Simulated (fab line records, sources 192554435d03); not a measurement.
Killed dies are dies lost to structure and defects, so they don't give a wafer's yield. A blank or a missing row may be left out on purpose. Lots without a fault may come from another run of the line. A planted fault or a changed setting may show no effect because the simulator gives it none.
Split-lot experiment | flow n5_finfet | 7 lots, 21 wafers read, on a route of 1938 steps

THE SPLIT
At N5_FIN_SAQP_PEB_14 (peb time 60 s), the setting peb_time_s was moved away from the recipe's 60 s on 9 of the 21 wafers read, by -21.1% to -6.7%. The other wafers ran this setting at the recipe's value.

FROM THE SPLIT TO THE READING: what the file shows between them, 1 step
- N5_FIN_SAQP_DEVELOP_15: develop time 30 s

THE READING
cd_nm, in nm, at N5_FIN_SAQP_CD_MEAS_16 (target cd 35.6 nm). Fault-free wafers of this fab line usually give 35.45 nm, standard deviation 0.25 nm.

wafer  | tool, chamber at the split | peb_time_s as run, s | against the recipe | cd_nm, nm | against lot-mates on the recipe
L074.4 | litho_track-05, 0          | 55.99                | -6.7%              | 35.97     | +0.74
L074.5 | litho_track-05, 0          | 60                   | recipe             | 35.23     | -
L074.6 | litho_track-05, 0          | 55.99                | -6.7%              | 36.60     | +1.37
L075.3 | litho_track-01, 0          | 60                   | recipe             | 35.22     | -
L075.5 | litho_track-01, 0          | 60                   | recipe             | 35.24     | -
L075.6 | litho_track-01, 0          | 60                   | recipe             | 35.11     | -
L082.2 | litho_track-05, 0          | 55.37                | -7.7%              | 36.09     | +1.08
L082.3 | litho_track-05, 0          | 60                   | recipe             | 35.01     | -
L082.5 | litho_track-05, 0          | 55.37                | -7.7%              | 36.82     | +1.81
L083.1 | litho_track-05, 0          | 60                   | recipe             | 35.18     | -
L083.2 | litho_track-05, 0          | 47.33                | -21.1%             | 39.10     | +3.92
L083.5 | litho_track-05, 0          | 47.33                | -21.1%             | 38.86     | +3.68
L084.1 | litho_track-04, 0          | 60                   | recipe             | 35.52     | -
L084.3 | litho_track-04, 0          | 49.61                | -17.3%             | 38.43     | +2.91
L084.4 | litho_track-04, 0          | 49.61                | -17.3%             | 38.23     | +2.71
L085.3 | litho_track-05, 0          | 60                   | recipe             | 35.28     | -
L085.4 | litho_track-05, 0          | 60                   | recipe             | 35.72     | -
L085.6 | litho_track-05, 0          | 60                   | recipe             | 35.62     | -
L092.2 | litho_track-04, 0          | 60                   | recipe             | 35.89     | -
L092.3 | litho_track-04, 0          | 48.57                | -19.1%             | 38.75     | +3.20
L092.5 | litho_track-04, 0          | 60                   | recipe             | 35.21     | -

THE FIT
A straight line over all 21 wafers: cd_nm changes by -0.172 nm for each +1% of peb_time_s; r = -0.98; the points scatter about the line by 0.28 nm.
The same after taking each lot's own level away (the mean of its wafers on the recipe; 21 wafers): -0.172 nm for each +1%; r = -0.99; scatter 0.23 nm.
On that fit, the largest move of peb_time_s shifts the reading by 3.6 nm.
The lots' own levels span 35.010 to 35.550 nm, that is 2.2 times the standard deviation above.
So the lot-to-lot level changes the slope little: the two slopes agree.
Check: with one of the wafers moved furthest among these (-21.1%) left out of the fit, the line predicts +3.56 nm for it against its lot-mates. It came out at +3.92 nm against them.

OTHER SPLITS ON THESE WAFERS
These wafers also went through other splits before the reading. Each is held against what the fit with the lots' levels taken away leaves over:
other split on the same wafers  | wafers away from the commonest value | r with cd_nm (lot level and that fit taken away)
N5_ZERO_LAYER_PEB_09 peb_time_s | as run: not given for these wafers   | -
N5_ZERO_LAYER_ETCH_18 icp_w     | 4                                    | -0.30
N5_WELL_APT_PEB_23 peb_time_s   | 9                                    | -0.38
N5_WELL_APT_DESCUM_30 time_s    | 7                                    | +0.09

THE FILE'S OWN FIT
cd_nm changes by -0.172 nm for each +1% of peb_time_s, r = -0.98.
